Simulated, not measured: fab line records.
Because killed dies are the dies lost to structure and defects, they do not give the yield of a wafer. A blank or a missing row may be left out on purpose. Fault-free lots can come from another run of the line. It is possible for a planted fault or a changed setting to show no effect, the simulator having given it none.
What tool caused it? -- flow nand-harc -- 7 lots, 21 wafers sampled, at 1 step of a route of 1159

== WHAT EACH GAUGE READ, for each wafer ==
NHARC_P_GATE_CD_MEAS_91: target cd 2000 nm.
lot,measured,on,cd-nm (nm)
L149,day 5 21:11,cd-sem-02,2002.0 2002.1 2001.3
L154,day 6 20:15,cd-sem-03,1999.2 1996.6 2000.1
L157,day 8 00:04,cd-sem-01,1997.7 2000.5 1998.7
L162,day 9 08:00,cd-sem-01,1995.8 1999.9 1997.8
L164,day 9 20:22,cd-sem-01,2004.9 2003.2 2001.8
L168,day 10 15:29,cd-sem-01,2000.3 1998.0 1998.5
L170,day 11 02:32,cd-sem-03,2000.8 2001.1 2001.7

== TOOL THAT RAN EACH LOT (tool first, then ch and the chambers of the sampled wafers, then the start) ==
Before these readings, the record contains no process step.

== THE ANSWER, worked out from the rows above alone ==
Rule: the usual values come from the lots themselves. The widest of any qualifying gaps counts: lots, ordered by their means at a reading, are off when they make up no more than a third of the lots, leave a main group of 4 or more, and stand apart from it by 3 or more times the standard deviation of that group's means. A main group whose means are all the same, to the digits that the tables above print for the reading, isn't used. Also off: a lot with no number at a reading for which 4 or more lots have one. Any other lot the step has rows for is counted as sound.
Across all readings shown, no lot is off: no conclusion can be drawn from this.

== WHAT HAD BEEN PUT IN BY THE SIMULATOR ==
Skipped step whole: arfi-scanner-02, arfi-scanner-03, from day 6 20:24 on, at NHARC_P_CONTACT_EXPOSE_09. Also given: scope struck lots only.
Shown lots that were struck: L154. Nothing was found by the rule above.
